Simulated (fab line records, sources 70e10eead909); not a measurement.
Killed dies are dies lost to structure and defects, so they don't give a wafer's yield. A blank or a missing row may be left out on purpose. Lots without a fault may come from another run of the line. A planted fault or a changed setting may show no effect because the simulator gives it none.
Chamber matching | flow nand_harc | NHARC_P_CONTACT_CMP_01 on cmp-01: 4 sister chambers
The step polishes SiO2, target thk 200 nm. 8 wafers are shown with their chamber, then 10 later ones without.

WAFERS WITH THEIR CHAMBER
wafer  | chamber | motor_current_A (A)
L078.2 | 2       | 11.8
L083.3 | 2       | 11.8
L083.4 | 0       | 12.5
L083.5 | 3       | 13.5
L084.5 | 0       | 13.3
L084.6 | 1       | 10.0
L087.2 | 1       | 10.2
L087.3 | 3       | 12.8

WAFERS WITHOUT THEIR CHAMBER
wafer  | motor_current_A (A)
L087.4 | 11.3
L088.2 | 10.6
L088.5 | 13.2
L088.6 | 11.5
L089.3 | 13.5
L089.4 | 11.9
L089.5 | 10.4
L093.2 | 10.4
L093.4 | 12.7
L093.5 | 13.7

WHICH CHAMBER EACH WENT THROUGH
wafer  | from the rows above          | in truth
L087.4 | can't be placed: 2 or 1      | 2
L088.2 | can't be placed: 1 or 2      | 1
L088.5 | can't be placed: 3 or 0      | 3
L088.6 | 2                            | 2
L089.3 | can't be placed: 3 or 0      | 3
L089.4 | 2                            | 2
L089.5 | 1                            | 1
L093.2 | 1                            | 1
L093.4 | can't be placed: 0 or 3 or 2 | 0
L093.5 | can't be placed: 3 or 0      | 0
Placed correctly: 4 of 10. Can't be placed from these rows: 6 (the true chamber is among the candidates in 6). Placed wrongly: 0.
How it was worked out, from the rows above alone: a wafer's distance from a chamber is the root of the sum, over the readings, of the square of ((its reading less the chamber's mean) divided by the reading's scatter). The wafer belongs to the nearest chamber; if the next one is less than 2 further off, it can't be placed. A chamber's mean is the mean of its shown wafers. The scatter: the root of (the sum of the squares of (reading less its chamber's mean) over the shown wafers, divided by (wafers less chambers)).
